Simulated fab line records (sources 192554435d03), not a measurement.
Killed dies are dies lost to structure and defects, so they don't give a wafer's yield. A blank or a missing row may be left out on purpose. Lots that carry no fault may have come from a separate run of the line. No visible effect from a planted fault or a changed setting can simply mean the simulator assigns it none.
Chamber matching ; flow n5 finfet ; pecvd-02 running N5_BEOL_M5_ILD_DEP_00: 3 sister chambers
The step deposits SiCOH lowk from DEMS/porogen, target thk 140.64 nm, time 25.9 s. 20 wafers are shown with their chamber, then 10 later ones without.

WAFERS, EACH WITH ITS CHAMBER
wafer;chamber;throttle valve pct (%);heater power w (W);showerhead plenum p Torr (Torr)
L075.1;0;13.8;263;5.718
L075.3;2;12.6;209;5.738
L075.6;0;13.4;270;5.726
L074.3;1;14.3;347;5.746
L074.4;1;14.8;343;5.734
L074.6;2;12.3;219;5.735
L076.1;1;14.1;315;5.745
L076.4;1;14.3;315;5.750
L076.6;0;13.8;313;5.723
L081.1;1;14.2;337;5.723
L081.2;2;12.5;172;5.732
L081.5;0;13.8;300;5.710
L082.2;0;13.7;249;5.716
L082.5;2;12.4;222;5.729
L082.6;1;14.3;352;5.747
L084.2;2;12.7;225;5.732
L084.4;2;12.4;224;5.738
L084.5;0;13.8;317;5.723
L088.3;2;12.9;206;5.734
L088.5;2;12.6;202;5.713

SIGNATURES, as means of the wafers listed above
reading;chamber 0;chamber 1;chamber 2;scatter within a chamber
throttle valve pct;13.717;14.333;12.550;0.2
heater power w;285.33;334.83;209.88;21
showerhead plenum p Torr;5.71933;5.74083;5.73137;0.00824
Rule: a wafer lies at a distance from a chamber equal to the root of the sum of squares, over the readings, of (its reading less the chamber's mean, divided by the reading's scatter). The wafer belongs to the nearest chamber; if the next one is less than 2 further off, it can't be placed. The scatter is the square root of a quotient: the sum, over the shown wafers, of each reading's squared deviation from its chamber's mean, divided by wafers minus chambers.

WAFERS WHOSE CHAMBER IS MISSING
wafer;throttle valve pct (%);heater power w (W);showerhead plenum p Torr (Torr)
L088.6;13.6;238;5.739
L091.1;12.8;215;5.725
L091.2;13.5;280;5.729
L091.4;14.1;366;5.743
L094.2;12.7;216;5.720
L094.3;14.4;376;5.737
L094.4;14.2;377;5.747
L092.1;14.2;358;5.759
L092.4;14.0;359;5.769
L092.6;12.7;163;5.714

CHAMBER TAKEN BY EACH
wafer;from the rows above;in truth
L088.6;0;0
L091.1;2;2
L091.2;0;0
L091.4;1;1
L094.2;2;2
L094.3;1;1
L094.4;1;1
L092.1;1;1
L092.4;1;1
L092.6;2;2
Placed correctly: 10 of 10. Left unplaced by these rows: 0. 0 placed wrongly.
